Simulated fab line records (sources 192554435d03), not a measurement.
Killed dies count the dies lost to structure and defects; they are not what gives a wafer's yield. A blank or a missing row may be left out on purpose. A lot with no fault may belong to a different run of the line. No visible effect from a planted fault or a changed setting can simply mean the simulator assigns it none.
Matching of chambers	flow n5 finfet	4 sister chambers for N5_PMOS_HMC_CHANNEL_EPI_CMP_21 on cmp-01
The step polishes SiGe30, target thk 54 nm. 8 wafers are shown with their chamber, then 8 later ones without.

## WAFERS WITH THEIR CHAMBER
wafer	chamber	motor current A (A)
L081.5	2	11.5
L083.2	1	11.2
L083.5	1	10.9
L087.1	3	12.8
L089.3	0	10.7
L089.4	2	11.6
L089.5	3	13.6
L092.2	0	10.7

## WAFERS MISSING THEIR CHAMBER
wafer	motor current A (A)
L092.5	11.7
L092.6	12.8
L093.1	11.6
L093.2	11.8
L093.3	9.8
L096.1	12.9
L096.2	10.2
L096.4	11.7

## THE CHAMBER EACH PASSED THROUGH
wafer	from the rows above	in truth
L092.5	can't be placed: 2 or 1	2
L092.6	3	3
L093.1	can't be placed: 2 or 1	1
L093.2	can't be placed: 2 or 1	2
L093.3	can't be placed: 0 or 1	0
L096.1	3	3
L096.2	can't be placed: 0 or 1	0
L096.4	can't be placed: 2 or 1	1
Placed correctly: 2 of 8. These rows do not allow placing 6 (true chamber among the candidates in 6). Placed wrongly: 0.
How it was worked out, from the rows above alone: a wafer's distance from a chamber is the root of the sum, over the readings, of the square of ((its reading less the chamber's mean) divided by the reading's scatter). The wafer belongs to the nearest chamber; if the next one is less than 2 further off, it can't be placed. For every chamber, the mean is computed from those of its wafers that are shown. The scatter: take each reading less its chamber's mean, square it, sum over the shown wafers, divide by the number of wafers less the number of chambers, and take the root.
